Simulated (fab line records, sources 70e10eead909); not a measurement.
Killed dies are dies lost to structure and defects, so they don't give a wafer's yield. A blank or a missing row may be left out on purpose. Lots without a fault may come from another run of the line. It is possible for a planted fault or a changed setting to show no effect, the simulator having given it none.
A struck lot beside a sound one + flow nand_harc + 14 out of 1159 route steps
Sound: wafers L767.1, L767.2, L767.5. Wafers L755.3, L755.5, L755.6 were the ones struck. The cause is given at the end.
At each step with rows: each side's tool, then ch and its chambers, then its first start. Under that, the readings that differ: sound wafers + struck wafers + difference of the means + sigmas: that difference in standard deviations of wafers without a fault.
alike: readings with means less than 2 such deviations apart, plus words and numbers identical on both sides. not compared: withheld readings, readings lacking a value on some wafer, bounds such as >300 that could conceal the same value, and numbers that have no deviation in the record and whose values overlap.
The two part at a step that has a row with sigmas, a row that says differs or no value, or rows on one side only. Non-overlapping numbers with no deviation appear without sigmas and do not part them. Lack of a reading on every wafer of one side parts them only where that side has two or more wafers.

NHARC_A_CONTACT_ETCH_102: etches the open film in CF4/O2, target depth 70 nm, overetch 7 nm, time 38.5 s.
  sound on rie_diel-08 ch 0,1, day 21 15:43; struck on rie_diel-11 ch 0,1,3, day 18 20:34
  alike: chamber_pressure_mTorr, drypump_motor_current_A, oes_product_au, rf_vpp_V, showerhead_plenum_p_Torr, throttle_valve_pct
  not compared: rf_hours_counter_h
NHARC_A_CONTACT_STRIP_55: strips in O2.
  sound: rie_diel-08 ch 1,2,3; struck: rie_diel-11 ch 0,1,3
  alike: chamber_pressure_mTorr, drypump_motor_current_A, oes_product_au, rf_vpp_V, showerhead_plenum_p_Torr, throttle_valve_pct
  not compared: rf_hours_counter_h
then, 1 step without rows for these wafers: NHARC_A_CONTACT_STRIP_56 (strips in post etch residue remover, time 600 s).
NHARC_A_CONTACT_DEP_57: deposits aC, target thk 2800 nm.
  sound on acl_dep-03 ch 0, day 21 17:13; struck on acl_dep-02 ch 0, day 18 21:49
  alike: throttle_valve_pct
NHARC_A_CONTACT_DEP_58: deposits SiON, target thk 60 nm.
  sound on pecvd-01 ch 0,1,2, day 21 18:58; struck on pecvd-03 ch 0,2, day 18 23:01
  alike: heater_power_w
  not compared: since_wet_clean_h
then, 7 steps without rows for these wafers: NHARC_A_CONTACT_DEHYDRATE_59 (time 120 s); NHARC_A_CONTACT_HMDS_60 (time 30 s); NHARC_A_CONTACT_COAT_61 (time 75 s); NHARC_A_CONTACT_COAT_62 (time 65 s); NHARC_A_CONTACT_COAT_63 (resist thk 90 nm); NHARC_A_CONTACT_SOFTBAKE_64 (time 55 s); NHARC_A_CONTACT_EBR_65.
NHARC_A_CONTACT_EXPOSE_66: exposes mask A CC 2.
  struck on arfi_scanner-03, day 18 23:26; sound on arfi_scanner-03 ch 0, day 21 19:32
  no value came back on the struck wafers for exposure_dose_mJ_cm2, focus_offset_nm (nm); on the sound wafers exposure_dose_mJ_cm2 reads 59.02 59.10 59.04
  alike: mask
then, 1 step without rows for these wafers: NHARC_A_CONTACT_PEB_67 (peb time 65 s).

== WHERE THEY PART ==
Only at NHARC_A_CONTACT_EXPOSE_66, within this record.

WHY: the cause the simulator had injected
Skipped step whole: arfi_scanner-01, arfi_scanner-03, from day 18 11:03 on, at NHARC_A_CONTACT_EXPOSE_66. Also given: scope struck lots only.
